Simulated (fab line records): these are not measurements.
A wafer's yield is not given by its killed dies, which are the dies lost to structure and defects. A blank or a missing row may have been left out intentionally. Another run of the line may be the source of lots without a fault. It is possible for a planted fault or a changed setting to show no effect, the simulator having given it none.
Which of the tools did it? || flow nand_harc || 45 wafers from 15 lots sampled at 2 of the route's 1159 steps

== WHAT EACH GAUGE READ, for each wafer ==
NHARC_A_CONTACT_OVL_MEAS_43.
{"lot": "L704", "measured": "day 15 20:08", "on": "overlay-01", "overlay_x_nm (nm)": "0.3 0.3 0.7", "overlay_y_nm (nm)": "0.1 0.6 0.0"}
{"lot": "L705", "measured": "day 16 05:45", "on": "overlay-01", "overlay_x_nm (nm)": "0.6 0.7 0.8", "overlay_y_nm (nm)": "1.0 0.1 0.5"}
{"lot": "L707", "measured": "day 16 12:35", "on": "overlay-01", "overlay_x_nm (nm)": "-1.1 -0.9 -1.3", "overlay_y_nm (nm)": "2.2 2.1 2.1"}
{"lot": "L706", "measured": "day 16 21:44", "on": "overlay-02", "overlay_x_nm (nm)": "1.1 0.9 1.0", "overlay_y_nm (nm)": "-0.2 0.0 0.0"}
{"lot": "L710", "measured": "day 17 09:53", "on": "overlay-01", "overlay_x_nm (nm)": "1.1 0.8 1.2", "overlay_y_nm (nm)": "-0.1 0.0 0.0"}
{"lot": "L711", "measured": "day 18 02:40", "on": "overlay-02", "overlay_x_nm (nm)": "0.4 0.9 1.5", "overlay_y_nm (nm)": "0.5 0.9 1.1"}
{"lot": "L714", "measured": "day 18 16:48", "on": "overlay-01", "overlay_x_nm (nm)": "-0.9 -1.4 -0.9", "overlay_y_nm (nm)": "0.8 0.2 0.5"}
{"lot": "L716", "measured": "day 19 13:31", "on": "overlay-01", "overlay_x_nm (nm)": "-0.6 0.4 -0.4", "overlay_y_nm (nm)": "-1.5 -0.9 -1.0"}
{"lot": "L717", "measured": "day 19 16:22", "on": "overlay-01", "overlay_x_nm (nm)": "0.6 0.6 1.3", "overlay_y_nm (nm)": "0.6 0.9 0.6"}
{"lot": "L718", "measured": "day 19 20:51", "on": "overlay-01", "overlay_x_nm (nm)": "1.1 1.0 0.1", "overlay_y_nm (nm)": "0.2 0.0 -0.3"}
{"lot": "L719", "measured": "day 20 00:04", "on": "overlay-02", "overlay_x_nm (nm)": "0.2 0.4 0.4", "overlay_y_nm (nm)": "-0.8 -0.5 -0.8"}
{"lot": "L721", "measured": "day 20 15:43", "on": "overlay-01", "overlay_x_nm (nm)": "-1.3 -1.3 -1.6", "overlay_y_nm (nm)": "0.6 1.0 0.4"}
{"lot": "L726", "measured": "day 21 08:01", "on": "overlay-02", "overlay_x_nm (nm)": "1.1 1.4 1.0", "overlay_y_nm (nm)": "1.4 1.0 0.4"}
{"lot": "L725", "measured": "day 21 11:56", "on": "overlay-02", "overlay_x_nm (nm)": "-0.5 -1.1 -0.4", "overlay_y_nm (nm)": "0.0 0.0 0.2"}
{"lot": "L727", "measured": "day 22 01:02", "on": "overlay-02", "overlay_x_nm (nm)": "1.0 0.1 -0.1", "overlay_y_nm (nm)": "-1.7 -1.3 -1.0"}

== WHAT TOOL EACH LOT RAN ON (gives the tool, then ch and the chambers of the sampled wafers, and finally the start) ==
{"lot": "L704", "NHARC_A_CONTACT_DEP_29": "pecvd-02 ch 0,1,2, day 15 19:19"}
{"lot": "L705", "NHARC_A_CONTACT_DEP_29": "pecvd-04 ch 1,2, day 16 04:58"}
{"lot": "L707", "NHARC_A_CONTACT_DEP_29": "pecvd-01 ch 0,2, day 16 11:53"}
{"lot": "L706", "NHARC_A_CONTACT_DEP_29": "pecvd-02 ch 1,2, day 16 20:55"}
{"lot": "L710", "NHARC_A_CONTACT_DEP_29": "pecvd-02 ch 0,2, day 17 09:04"}
{"lot": "L711", "NHARC_A_CONTACT_DEP_29": "pecvd-04 ch 0,1,2, day 18 01:51"}
{"lot": "L714", "NHARC_A_CONTACT_DEP_29": "pecvd-02 ch 0,2, day 18 16:09"}
{"lot": "L716", "NHARC_A_CONTACT_DEP_29": "pecvd-02 ch 0,1, day 19 12:41"}
{"lot": "L717", "NHARC_A_CONTACT_DEP_29": "pecvd-02 ch 0,1, day 19 15:33"}
{"lot": "L718", "NHARC_A_CONTACT_DEP_29": "pecvd-01 ch 0,2, day 19 20:02"}
{"lot": "L719", "NHARC_A_CONTACT_DEP_29": "pecvd-02 ch 0,1,2, day 19 23:26"}
{"lot": "L721", "NHARC_A_CONTACT_DEP_29": "pecvd-02 ch 0,1, day 20 14:56"}
{"lot": "L726", "NHARC_A_CONTACT_DEP_29": "pecvd-02 ch 0,1,2, day 21 07:13"}
{"lot": "L725", "NHARC_A_CONTACT_DEP_29": "pecvd-02 ch 0,1, day 21 11:08"}
{"lot": "L727", "NHARC_A_CONTACT_DEP_29": "pecvd-01 ch 1,2, day 22 00:21"}
- NHARC_A_CONTACT_DEP_29: deposits SiON, target thk 70 nm.

== WHAT THE TOOLS THEMSELVES READ (means of the sampled wafers that have a number; where no wafer has one, the mark that the record gives instead) ==
NHARC_A_CONTACT_DEP_29.
{"lot": "L704", "tool": "pecvd-02", "chamber_pressure_Torr (Torr)": 3.496, "heater_power_w (W)": 817}
{"lot": "L705", "tool": "pecvd-04", "chamber_pressure_Torr (Torr)": 3.500, "heater_power_w (W)": 719}
{"lot": "L707", "tool": "pecvd-01", "chamber_pressure_Torr (Torr)": 3.490, "heater_power_w (W)": 846}
{"lot": "L706", "tool": "pecvd-02", "chamber_pressure_Torr (Torr)": 3.512, "heater_power_w (W)": 821}
{"lot": "L710", "tool": "pecvd-02", "chamber_pressure_Torr (Torr)": 3.504, "heater_power_w (W)": 936}
{"lot": "L711", "tool": "pecvd-04", "chamber_pressure_Torr (Torr)": 3.500, "heater_power_w (W)": 694}
{"lot": "L714", "tool": "pecvd-02", "chamber_pressure_Torr (Torr)": 3.486, "heater_power_w (W)": 931}
{"lot": "L716", "tool": "pecvd-02", "chamber_pressure_Torr (Torr)": 3.503, "heater_power_w (W)": 939}
{"lot": "L717", "tool": "pecvd-02", "chamber_pressure_Torr (Torr)": 3.501, "heater_power_w (W)": 845}
{"lot": "L718", "tool": "pecvd-01", "chamber_pressure_Torr (Torr)": 3.497, "heater_power_w (W)": 828}
{"lot": "L719", "tool": "pecvd-02", "chamber_pressure_Torr (Torr)": 3.499, "heater_power_w (W)": 850}
{"lot": "L721", "tool": "pecvd-02", "chamber_pressure_Torr (Torr)": 3.503, "heater_power_w (W)": 813}
{"lot": "L726", "tool": "pecvd-02", "chamber_pressure_Torr (Torr)": 3.497, "heater_power_w (W)": 917}
{"lot": "L725", "tool": "pecvd-02", "chamber_pressure_Torr (Torr)": 3.494, "heater_power_w (W)": 805}
{"lot": "L727", "tool": "pecvd-01", "chamber_pressure_Torr (Torr)": 3.502, "heater_power_w (W)": 839}

== THE ANSWER, worked out from the rows above alone ==
Rule: the usual values come from the lots themselves. Put in order of their means at a reading, lots are off if they are a third of the lots or fewer, leave a main group of 4 or more, and stand apart from it by a gap of 3 or more times the standard deviation of the main group's means; of several such gaps the widest counts. If all means in a main group match to the digits the tables above print for the reading, that group is not used. A lot without any number at a reading at which 4 lots or more have one is off too. Any other lot the step has rows for is counted as sound. Order of review: gauges by route order, followed by the tools' own readings, for which a lot's mean as printed above is used. At the first step where some lot is off, the reading lying furthest off is the one used; lots without a number count as furthest.
No lot is off at any reading shown: from this, nothing can be told.

== WHAT THE SIMULATOR PUT IN ==
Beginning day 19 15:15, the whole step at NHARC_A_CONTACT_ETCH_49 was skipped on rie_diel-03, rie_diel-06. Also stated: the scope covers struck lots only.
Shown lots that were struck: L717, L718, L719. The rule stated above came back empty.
